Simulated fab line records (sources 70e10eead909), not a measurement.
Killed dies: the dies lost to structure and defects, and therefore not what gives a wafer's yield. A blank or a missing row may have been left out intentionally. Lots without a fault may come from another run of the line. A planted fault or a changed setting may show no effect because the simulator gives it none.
fab line records	flow nand_harc
[record] lots = 12	wafers = 36	last_day = 25
route steps=1159 shown P_START@1 P_ZERO_WELL@61 P_STI@90 END@1159
lots untouched by any fault: they come from a run of this same line in which no faults occurred
start_h: the number of hours between the record's first day and the start of the first shown wafer of the lot	wait_h: hours from the lot's prior step to this one	" repeats the value in the row above	L1.1+2: one row covering several wafers at once	- no value, or no start given	* or withheld: withheld	< > ~ a bound
route shown NAME@n: names a module that has steps shown in the file, with the first one's number in the route	usual: mean/standard deviation of fault-free wafers	same: alike in all rows	chamber/n: place in a boat	sites: per-site readings	_std_site: the values' standard deviation	_edge_site: mean of outer sites minus mean of inner sites	radius_mm: how far each site lies from the wafer's centre	mask NAME#n: copy n	behind: the last tool/chamber to shape the wafer	hold: cause of the lot's hold/its duration in hours/its outcome	device: which transistor (n, p or np) failed to switch	end of line: tests of these same wafers at the route's end	a step without rows: its recipe alone	killed: count of dies lost to structure and defects at first sort (not the wafer's yield)	map: a wafer's dies, marking killed ones x, the rest . and places with no die _
set.NAME: the run value of the setting; set.NAME@STEP: its run value at that earlier step	model.NAME: the simulator's own value behind a step, which no gauge read
a sample of lots followed through the steps of the route, with each step as a table and each wafer as a row
services: from which hour (start_h, from the record's first day; less than 0 if before it) a tool's chamber was out of use, for how many hours, and why
[[steps]]
[step NHARC_P_START_INSPECT_01]
[usual] raw_defect_count = 3.6/2.1
lot.wafer	tool	chamber	start_h	wait_h	raw_defect_count
L332.1	defect_inspect-01	-	12.03	-	0
L332.2	"	-	"	"	6
L332.5	"	-	"	"	4
L334.3	defect_inspect-01	-	24.04	-	4
L334.4	"	-	"	"	3
L334.5	"	-	"	"	3
L336.1	defect_inspect-02	-	36.03	-	6
L336.3	"	-	"	"	4
L336.4	"	-	"	"	3
L337.1	defect_inspect-02	-	42.04	-	3
L337.4	"	-	"	"	1
L337.5	"	-	"	"	0
L339.1	defect_inspect-01	-	54.04	-	4
L339.3	"	-	"	"	2
L339.6	"	-	"	"	3
L346.1	defect_inspect-02	-	96.04	-	3
L346.3	"	-	"	"	2
L346.5	"	-	"	"	7
L347.1	defect_inspect-02	-	102.03	-	6
L347.2	"	-	"	"	2
L347.6	"	-	"	"	7
L348.1	defect_inspect-01	-	108.04	-	2
L348.3	"	-	"	"	5
L348.6	"	-	"	"	3
L350.1	defect_inspect-02	-	120.03	-	3
L350.2	"	-	"	"	6
L350.3	"	-	"	"	3
L351.2	defect_inspect-02	-	126.04	-	2
L351.3	"	-	"	"	1
L351.6	"	-	"	"	0
L352.2	defect_inspect-01	-	132.04	-	7
L352.4	"	-	"	"	7
L352.5	"	-	"	"	6
L355.3	defect_inspect-02	-	150.04	-	1
L355.4	"	-	"	"	6
L355.6	"	-	"	"	4
[step NHARC_P_ZERO_WELL_DESCUM_54]
[recipe] time_s = 3	o2_flow_sccm = 200	ar_flow_sccm = 0	bias_power_w = 0	chemistry = O2
[usual] drypump_motor_current_A = 5.6/0.39	oes_product_au = 1.005/0.011	rf_vpp_V = 57.9/0.89	showerhead_plenum_p_Torr = 1.95/0.069	throttle_valve_pct = 11.312/0.0086
lot.wafer	tool	chamber	start_h	wait_h	drypump_motor_current_A	oes_product_au	rf_hours_counter_h	rf_vpp_V	showerhead_plenum_p_Torr	throttle_valve_pct
L332.1	rie_diel-12	1	17.98	-	6.3	1.000	9.4	57.0	2.03	11.309
L332.2	"	2	"	"	5.1	0.996	9.3	59.0	1.94	11.323
L332.5	"	0	"	"	5.7	1.000	-	58.6	2.06	11.310
L334.4	rie_diel-11	0	30.06	-	5.4	1.032	0.8	58.4	2.01	11.301
L334.3	"	1	"	"	5.2	1.016	0.7	57.6	1.94	11.311
L334.5	"	3	"	"	5.4	0.994	-	58.2	1.95	11.305
L336.4	rie_diel-08	3	41.91	-	6.0	0.982	5.1	58.2	1.90	11.305
L336.3	"	0	"	"	6.0	1.004	5.1	57.3	2.00	11.293
L336.1	"	1	"	"	5.3	0.990	5.0	57.4	1.80	11.321
L337.1	rie_diel-12	3	47.82	-	6.1	1.009	1.6	58.5	1.86	11.299
L337.4	"	2	"	"	5.1	1.015	1.0	58.3	1.94	11.313
L337.5	"	3	"	"	6.1	1.007	-	57.9	1.86	11.300
L339.3	rie_diel-08	3	59.82	-	6.0	0.989	5.8	56.8	1.90	11.317
L339.1	"	0	"	"	6.0	0.995	5.7	58.4	2.00	11.305
L339.6	"	0	"	"	6.0	0.997	-	58.4	2.00	11.316
L346.3	rie_diel-12	2	102.03	-	5.1	1.001	5.3	59.5	1.94	11.323
L346.1	"	0	"	"	5.7	1.000	6.2	56.9	2.06	11.314
L346.5	"	3	"	"	6.1	1.002	-	57.8	1.86	11.305
L347.2	rie_diel-11	2	108.08	-	5.6	0.989	5.8	56.9	1.98	11.295
L347.1	"	0	"	"	5.4	1.020	5.2	58.0	2.01	11.322
L347.6	"	2	"	"	5.6	1.002	-	57.7	1.98	11.321
L348.1	rie_diel-12	3	113.68	-	6.1	1.014	6.5	56.3	1.86	11.336
L348.3	"	1	"	"	6.2	1.015	6.0	57.7	2.03	11.324
L348.6	"	3	"	"	6.0	1.005	-	57.2	1.86	11.324
L350.3	rie_diel-11	0	126.03	-	5.4	1.025	6.0	57.6	2.01	11.317
L350.2	"	1	"	"	5.2	1.001	7.2	58.2	1.93	11.311
L350.1	"	2	"	"	5.6	0.996	6.8	57.9	1.98	11.307
L351.2	rie_diel-11	1	131.76	-	5.2	0.995	7.7	59.2	1.93	11.315
L351.3	"	3	"	"	5.4	0.993	8.2	58.5	1.94	11.310
L351.6	"	2	"	"	5.6	1.004	-	57.1	1.98	11.317
L352.4	rie_diel-12	2	137.65	-	5.1	1.002	7.5	58.4	1.94	11.302
L352.2	"	3	"	"	6.1	1.018	8.4	57.4	1.86	11.304
L352.5	"	3	"	"	6.1	0.997	-	57.2	1.86	11.302
L355.3	rie_diel-11	1	155.65	-	5.2	1.018	10.2	58.6	1.93	11.312
L355.4	"	3	"	"	5.4	0.990	10.3	58.9	1.94	11.304
L355.6	"	2	"	"	5.6	1.017	-	58.9	1.98	11.310
[step NHARC_P_ZERO_WELL_STRIP_56]
[recipe] time_s = 840	temp_c = 130	chemistry = SPM
[usual] bath_guard_temp_C = 129.8/0.49	bath_heat_duty_pct = 14.8/1.3	temp_c = 129.99/0.12
lot.wafer	tool	chamber	start_h	wait_h	bath_guard_temp_C	bath_heat_duty_pct	temp_c
L332.1	wet_bench-05	1	18.51	0.2	129.8	11.7	129.94
L332.2	"	2	"	"	129.0	16.3	130.01
L332.5	"	3	"	"	129.8	15.1	130.09
L334.4	wet_bench-04	2	30.59	0.1	129.3	15.8	130.11
L334.5	"	3	"	"	129.5	18.7	130.02
L334.3	"	4	"	"	130.0	16.0	130.28
L336.4	wet_bench-05	5	42.44	0.1	130.1	13.1	130.04
L336.1	"	0	"	"	130.2	12.8	129.98
L336.3	"	1	"	"	129.9	11.5	130.09
L337.5	wet_bench-05	7	48.36	0.1	-	-	-
L337.4	"	2	"	"	-	-	-
L337.1	"	4	"	"	-	-	-
L339.6	wet_bench-05	4	60.37	0.0	-	-	-
L339.1	"	5	"	"	-	-	-
L339.3	"	6	"	"	-	-	-
L346.3	wet_bench-01	5	102.59	0.1	129.6	15.1	129.85
L346.5	"	7	"	"	130.1	12.8	130.00
L346.1	"	0	"	"	130.4	14.8	130.23
L347.1	wet_bench-05	2	108.61	0.2	129.2	16.8	130.12
L347.2	"	4	"	"	129.4	14.7	130.15
L347.6	"	5	"	"	130.5	13.5	129.94
L348.3	wet_bench-05	1	114.22	0.1	129.8	11.7	129.80
L348.6	"	4	"	"	129.6	15.6	129.92
L348.1	"	5	"	"	130.5	14.3	130.09
L350.3	wet_bench-04	1	126.59	0.1	129.4	13.9	130.07
L350.2	"	3	"	"	130.1	16.7	130.22
L350.1	"	4	"	"	130.3	16.9	129.99
L351.3	wet_bench-05	1	132.30	0.1	130.0	13.0	129.90
L351.6	"	5	"	"	130.3	14.0	130.13
L351.2	"	6	"	"	128.8	13.8	130.01
L352.2	wet_bench-04	0	138.19	0.2	129.6	15.4	130.11
L352.4	"	1	"	"	129.0	14.3	129.98
L352.5	"	5	"	"	129.5	15.0	129.93
L355.6	wet_bench-01	0	156.18	0.0	130.3	16.8	130.04
L355.3	"	3	"	"	129.8	15.5	129.92
L355.4	"	5	"	"	129.7	15.3	129.94
[step NHARC_P_STI_ETCH_15]
[recipe] target_depth_a = 3000	taper_deg = 4	time_s = 100.1	hbr_flow_sccm = 150	cl2_flow_sccm = 50	rf_w = 400	icp_w = 400	bias_w = 100	chemistry = HBr/Cl2
[usual] drypump_motor_current_A = 5.9/0.43	hbr_flow_sccm = 150.0/0.45	oes_product_au = 0.995/0.012	rf_fwd_power_W = 397.6/1.5	throttle_valve_pct = 26.406/0.0086
lot.wafer	tool	chamber	start_h	wait_h	drypump_motor_current_A	hbr_flow_sccm	oes_product_au	rf_fwd_power_W	rf_hours_counter_h	throttle_valve_pct
L332.1	rie_si-06	1	38.12	-	5.6	150.3	0.996	400.1	0.2	26.409
L332.2	"	2	"	"	6.7	149.9	0.976	398.0	0.1	26.395
L332.5	"	2	"	"	6.7	150.1	0.978	399.0	-	26.401
L334.4	rie_si-06	0	49.76	-	5.6	149.4	0.979	396.7	0.3	26.422
L334.3	"	1	"	"	5.6	150.0	0.995	399.4	0.3	26.405
L334.5	"	0	"	"	5.6	149.1	0.984	398.8	-	26.398
L336.3	rie_si-03	3	60.85	-	6.0	150.2	0.997	397.6	0.6	26.410
L336.1	"	0	"	"	6.5	150.1	1.015	396.9	0.7	26.407
L336.4	"	1	"	"	5.7	149.6	1.020	397.0	0.6	26.414
L346.3	rie_si-03	0	119.95	-	6.5	150.1	1.008	400.1	1.0	26.395
L346.1	"	2	"	"	5.6	149.9	1.012	397.6	1.0	26.413
L346.5	"	0	"	"	6.5	149.8	0.997	396.6	-	26.384
L347.1	rie_si-03	1	133.38	-	5.7	149.6	1.018	395.1	1.1	26.410
L347.2	"	2	"	"	5.6	150.4	1.011	398.1	1.1	26.415
L347.6	"	3	"	"	6.0	149.4	0.998	397.9	-	26.405
L348.3	rie_si-04	2	133.51	-	5.4	149.3	1.002	400.1	0.2	26.396
L348.1	"	0	"	"	5.7	149.6	0.999	397.3	0.2	26.417
L348.6	"	3	"	"	5.9	149.9	0.986	397.8	-	26.401
L350.2	rie_si-06	3	141.30	-	6.0	149.3	0.981	394.7	0.9	26.404
L350.3	"	0	"	"	5.6	150.5	0.960	396.0	1.0	26.388
L350.1	"	1	"	"	5.6	150.5	0.993	398.7	1.0	26.409
L351.2	rie_si-06	1	149.23	-	5.6	150.5	1.005	398.2	1.1	26.409
L351.3	"	3	"	"	6.0	149.4	0.996	397.8	1.0	26.404
L351.6	"	0	"	"	5.6	149.9	0.975	398.6	-	26.389
L352.4	rie_si-06	3	155.42	-	6.0	149.3	0.988	397.3	1.0	26.411
L352.2	"	0	"	"	5.6	149.9	0.981	396.9	1.2	26.395
L352.5	"	2	"	"	6.7	150.0	0.984	396.7	-	26.408
L355.4	rie_si-03	0	170.16	-	6.5	149.7	0.999	399.5	0.0	26.423
L355.3	"	1	"	"	5.6	149.5	1.013	399.7	0.0	26.393
L355.6	"	3	"	"	6.0	149.6	0.982	397.2	-	26.406
[step NHARC_END_SORT_01]
[recipe] temp_c = 25
[usual] killed_at_array = 28/11	killed_at_other = 0.8/1.1	killed_at_periphery = 3.3/2.8	killed_dies = 32/11	killed_open = 3.3/1.9	killed_short = 1.9/1.4
[same] gross_dies = 677
lot.wafer	tool	chamber	start_h	wait_h	hold	killed_at_array	killed_at_other	killed_at_periphery	killed_dies	killed_open	killed_short
L332.1	prober-02	0	448.53	2.5	-	24	0	1	25	4	0
L332.2	prober-02	0	449.32	2.8	-	21	0	1	22	3	0
L332.5	prober-02	0	451.69	3.7	-	21	1	1	23	1	1
L337.1	prober-02	0	468.81	2.5	await_dispo/1.2h/scrap	18	2	657	677	2	2
L337.4	prober-02	0	471.20	3.4	await_dispo/1.2h/scrap	21	0	656	677	0	1
L337.5	prober-02	0	472.00	3.7	await_dispo/1.2h/scrap	17	0	660	677	1	0
L339.1	prober-01	0	476.98	2.5	await_dispo/1.5h/scrap	12	0	665	677	3	2
L339.3	prober-01	0	478.59	3.1	await_dispo/1.5h/scrap	6	1	670	677	4	1
L339.6	prober-01	0	481.01	4.0	await_dispo/1.5h/scrap	12	2	663	677	2	1
L348.1	prober-01	0	553.10	2.5	-	18	0	1	19	1	2
L348.3	prober-01	0	554.73	3.1	-	9	0	3	12	4	1
L348.6	prober-01	0	557.17	4.1	-	14	0	1	15	1	1
L347.1	prober-02	0	553.15	2.5	-	46	1	4	51	4	3
L347.2	prober-02	0	553.95	2.8	-	49	0	0	49	1	1
L347.6	prober-02	0	557.16	4.0	-	48	1	0	49	1	2
L350.1	prober-02	0	560.97	2.5	-	40	1	1	42	3	0
L350.2	prober-02	0	561.76	2.8	-	39	1	0	40	1	1
L350.3	prober-02	0	562.55	3.1	-	41	0	0	41	2	2
L351.2	prober-02	0	569.52	2.8	-	13	0	0	13	2	2
L351.3	prober-02	0	570.32	3.1	-	14	2	2	18	6	1
L351.6	prober-02	0	572.71	4.0	-	10	2	2	14	1	1
L352.2	prober-02	0	577.23	2.7	-	27	0	1	28	2	4
L352.4	prober-02	0	578.83	3.4	-	32	1	2	35	6	2
L352.5	prober-02	0	579.63	3.7	-	35	0	2	37	5	1
// killed by level:class
L332.1 A_CHANNEL_HOLE_D1:chamber_film_flake=14 A_CONTACT:chamber_film_flake=4 P_M0:geometric_particle:open=1 A_SOURCE_PLATE:geometric_particle:open=1 A_CHANNEL_FILL_D1:geometric_particle:open=1 A_M0:geometric_particle:open=1 A_ZERO_WELL:chamber_film_flake=1 A_SLIT:unspecified=1
L332.2 A_CHANNEL_HOLE_D1:chamber_film_flake=13 A_SLIT:chamber_film_flake=3 A_CHANNEL_FILL_D1:geometric_particle:open=1 A_BLC:geometric_particle:open=1 A_M1:geometric_particle:open=1 P_CONTACT:chamber_film_flake=1 A_ZERO_WELL:chamber_film_flake=1 A_CONTACT:chamber_film_flake=1
L332.5 A_CHANNEL_HOLE_D1:chamber_film_flake=14 A_SLIT:chamber_film_flake=2 A_CONTACT:chamber_film_flake=2 P_GATE:geometric_particle:open=1 A_M1:geometric_particle:short=1 A_ZERO_WELL:chamber_film_flake=1 A_STAIRCASE:chamber_film_flake=1 THIN_TSV:chamber_film_flake=1
L337.1 P_ZERO_WELL:area_strip=655 A_SLIT:chamber_film_flake=6 A_STAIRCASE:chamber_film_flake=5 A_BLC:geometric_particle:open=2 THIN_TSV:chamber_film_flake=2 A_CONTACT:geometric_particle:short=1 A_BLC:geometric_particle:short=1 P_ZERO_WELL:chamber_film_flake=1
L337.4 P_ZERO_WELL:area_strip=651 A_STAIRCASE:chamber_film_flake=6 A_CHANNEL_HOLE_D1:chamber_film_flake=5 A_SLIT:chamber_film_flake=4 A_CONTACT:chamber_film_flake=3 P_ZERO_WELL:chamber_film_flake=2 P_GATE:chamber_film_flake=2 A_WL_FILL:chamber_film_flake=2
L337.5 P_ZERO_WELL:area_strip=658 A_SLIT:chamber_film_flake=7 A_STAIRCASE:chamber_film_flake=5 P_ZERO_WELL:chamber_film_flake=2 A_CHANNEL_HOLE_D1:chamber_film_flake=2 A_CONTACT:geometric_particle:open=1 A_WL_FILL:chamber_film_flake=1 A_CONTACT:chamber_film_flake=1
L339.1 P_ZERO_WELL:area_strip=662 A_CHANNEL_HOLE_D1:chamber_film_flake=3 A_STAIRCASE:chamber_film_flake=3 A_CONTACT:chamber_film_flake=2 P_CONTACT:geometric_particle:open=1 A_CHANNEL_FILL_D1:geometric_particle:short=1 A_STAIRCASE:geometric_particle:open=1 A_SGD_CUT:geometric_particle:short=1
L339.3 P_ZERO_WELL:area_strip=667 P_CONTACT:geometric_particle:open=2 A_STAIRCASE:chamber_film_flake=2 A_CHANNEL_FILL_D1:geometric_particle:open=1 A_WL_FILL:geometric_particle:short=1 A_CONTACT:geometric_particle:open=1 P_GATE:chamber_film_flake=1 A_ZERO_WELL:chamber_film_flake=1
L339.6 P_ZERO_WELL:area_strip=663 A_CONTACT:chamber_film_flake=5 A_WL_FILL:geometric_particle:open=2 A_CHANNEL_HOLE_D1:chamber_film_flake=2 THIN_TSV:chamber_film_flake=2 A_WL_FILL:geometric_particle:short=1 A_STAIRCASE:chamber_film_flake=1 A_SGD_CUT:chamber_film_flake=1
L348.1 A_CONTACT:chamber_film_flake=14 A_ONON_D1:geometric_particle:short=1 A_CONTACT:geometric_particle:short=1 A_M0:geometric_particle:open=1 P_STI:chamber_film_flake=1 A_CHANNEL_HOLE_D1:chamber_film_flake=1
L347.1 A_CHANNEL_HOLE_D1:chamber_film_flake=21 A_CONTACT:chamber_film_flake=10 A_SLIT:chamber_film_flake=10 P_STI:geometric_particle:short=1 P_GATE:geometric_particle:open=1 P_M0:geometric_particle:short=1 A_SOURCE_PLATE:geometric_particle:open=1 A_CHANNEL_FILL_D1:geometric_particle:short=1
L347.2 A_CHANNEL_HOLE_D1:chamber_film_flake=26 A_SLIT:chamber_film_flake=10 A_CONTACT:chamber_film_flake=7 A_STAIRCASE:chamber_film_flake=3 A_WL_FILL:geometric_particle:short=1 A_BLC:geometric_particle:open=1 A_ZERO_WELL:chamber_film_flake=1
L348.3 A_CHANNEL_HOLE_D1:chamber_film_flake=3 A_CHANNEL_FILL_D1:geometric_particle:open=2 P_STI:chamber_film_flake=2 A_CONTACT:chamber_film_flake=2 P_CONTACT:geometric_particle:open=1 A_WL_FILL:geometric_particle:short=1 A_CONTACT:geometric_particle:open=1
L347.6 A_CHANNEL_HOLE_D1:chamber_film_flake=23 A_SLIT:chamber_film_flake=14 A_CONTACT:chamber_film_flake=7 A_STAIRCASE:chamber_film_flake=2 A_ONON_D1:geometric_particle:open=1 A_WL_FILL:geometric_particle:short=1 STARTING-WAFER:geometric_particle:short=1
L348.6 A_CHANNEL_HOLE_D1:chamber_film_flake=6 A_WL_FILL:chamber_film_flake=2 A_CONTACT:chamber_film_flake=2 A_WL_FILL:geometric_particle:short=1 A_CONTACT:geometric_particle:open=1 P_STI:chamber_film_flake=1 A_STAIRCASE:chamber_film_flake=1 A_SLIT:chamber_film_flake=1
L350.1 A_CHANNEL_HOLE_D1:chamber_film_flake=23 A_SLIT:chamber_film_flake=12 A_STAIRCASE:chamber_film_flake=2 P_GATE:geometric_particle:open=1 A_SOURCE_PLATE:geometric_particle:open=1 A_CONTACT:geometric_particle:open=1 A_WL_FILL:chamber_film_flake=1 THIN_TSV:chamber_film_flake=1
L350.2 A_CHANNEL_HOLE_D1:chamber_film_flake=20 A_SLIT:chamber_film_flake=13 A_CONTACT:chamber_film_flake=4 A_STAIRCASE:geometric_particle:short=1 A_CONTACT:geometric_particle:open=1 THIN_TSV:chamber_film_flake=1
L350.3 A_CHANNEL_HOLE_D1:chamber_film_flake=19 A_SLIT:chamber_film_flake=11 A_CONTACT:chamber_film_flake=4 A_STAIRCASE:chamber_film_flake=2 A_ONON_D1:geometric_particle:short=1 A_CHANNEL_FILL_D1:geometric_particle:open=1 A_WL_FILL:geometric_particle:short=1 A_CONTACT:geometric_particle:open=1
L351.2 A_CHANNEL_HOLE_D1:chamber_film_flake=6 A_CONTACT:chamber_film_flake=2 A_CHANNEL_FILL_D1:geometric_particle:open=1 A_WL_FILL:geometric_particle:short=1 A_CONTACT:geometric_particle:open=1 A_BLC:geometric_particle:short=1 A_SLIT:chamber_film_flake=1
L351.3 A_CHANNEL_HOLE_D1:chamber_film_flake=6 A_CONTACT:geometric_particle:open=3 P_GATE:geometric_particle:open=2 A_CONTACT:chamber_film_flake=2 THIN_TSV:chamber_film_flake=2 A_CHANNEL_FILL_D1:geometric_particle:short=1 A_SLIT:geometric_particle:open=1 A_STAIRCASE:chamber_film_flake=1
L351.6 A_CHANNEL_HOLE_D1:chamber_film_flake=6 A_CONTACT:chamber_film_flake=2 THIN_TSV:chamber_film_flake=2 P_CONTACT:geometric_particle:short=1 A_M1:geometric_particle:open=1 P_GATE:chamber_film_flake=1 A_STAIRCASE:chamber_film_flake=1
L352.2 A_SLIT:chamber_film_flake=15 A_CHANNEL_HOLE_D1:chamber_film_flake=5 A_CONTACT:geometric_particle:short=2 P_CONTACT:geometric_particle:short=1 A_ONON_D1:geometric_particle:open=1 A_CHANNEL_FILL_D1:geometric_particle:open=1 A_SGD_CUT:geometric_particle:short=1 A_WL_FILL:chamber_film_flake=1
L352.4 A_SLIT:chamber_film_flake=15 A_CHANNEL_HOLE_D1:chamber_film_flake=5 A_WL_FILL:chamber_film_flake=3 A_M0:geometric_particle:open=2 A_CONTACT:chamber_film_flake=2 P_STI:geometric_particle:open=1 P_M2:geometric_particle:open=1 A_SOURCE_PLATE:geometric_particle:open=1
L352.5 A_SLIT:chamber_film_flake=19 A_CHANNEL_HOLE_D1:chamber_film_flake=7 A_CONTACT:chamber_film_flake=4 P_CONTACT:geometric_particle:short=1 P_CONTACT:geometric_particle:open=1 A_SOURCE_PLATE:geometric_particle:open=1 A_SGD_CUT:geometric_particle:open=1 A_CONTACT:geometric_particle:open=1
[[services]]
tool	chamber	start_h	hours	kind
rie_si-04	1	-0.58	4.1	repair
rie_si-06	-	6.00	9.0	pm
rie_diel-11	-	12.50	9.0	pm
rie_si-03	2	18.31	1.8	repair
rie_diel-12	2	19.39	2.9	repair
wet_bench-05	-	20.83	8.0	pm
rie_diel-12	-	25.40	9.0	pm
wet_bench-05	0	28.83	-	consumable_replace:bath
wet_bench-05	0	28.83	-	consumable_replace:filter
wet_bench-01	-	37.60	8.0	pm
rie_diel-12	-	38.03	0.2	repair
rie_diel-08	2	53.15	6.8	repair
rie_diel-11	0	82.37	8.3	repair
rie_si-04	-	99.00	9.0	pm
rie_si-06	-	105.39	0.6	repair
rie_si-03	3	109.33	16.7	repair
rie_si-04	-	112.83	0.8	repair
rie_diel-08	-	124.80	9.0	pm
rie_diel-08	1	135.30	4.5	repair
rie_diel-12	-	153.12	1.3	repair
rie_si-03	-	155.00	9.0	pm
rie_diel-08	3	155.32	6.7	repair
wet_bench-04	-	163.20	8.0	pm
rie_diel-12	1	165.50	4.3	repair
[[key]]
[first_sign] step = NHARC_P_ZERO_WELL_STRIP_56	reading = tool_record	direction = missing
[effect] step = NHARC_END_SORT_01	reading = killed_at_periphery	direction = up	sigmas = 99+	usual = 3.3	struck = 661.8
[more_kills_born_at] NHARC_P_ZERO_WELL_STRIP_56@wet_bench-05 = 3956
met_at NHARC_P_ZERO_WELL_STRIP_56
struck_lots L337,L339
later_rows_left_out L337.1,L337.4,L337.5,L339.1,L339.3,L339.6
tester_left_out L337,L339
not_acting_at NHARC_P_START_INSPECT_01,NHARC_P_ZERO_WELL_DESCUM_54,NHARC_P_STI_ETCH_15
onset_between 42.44 48.36
[fault] kind = skipped_step_whole	tool = wet_bench-05	chamber = -	onset_h = 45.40	steps = NHARC_P_ZERO_WELL_STRIP_56	scope = struck_lots_only
// tester_left_out: of these lots the tester's yield and bins aren't shown, on N5 and GAA mostly nor the transistor test; their killed dies are dies lost to structure and defects alone, not to doping, threshold or leakage, so they don't give the yield
// later_rows_left_out: the simulator's readings of these wafers behind a module that went badly wrong aren't trusted and aren't shown, but for the sort
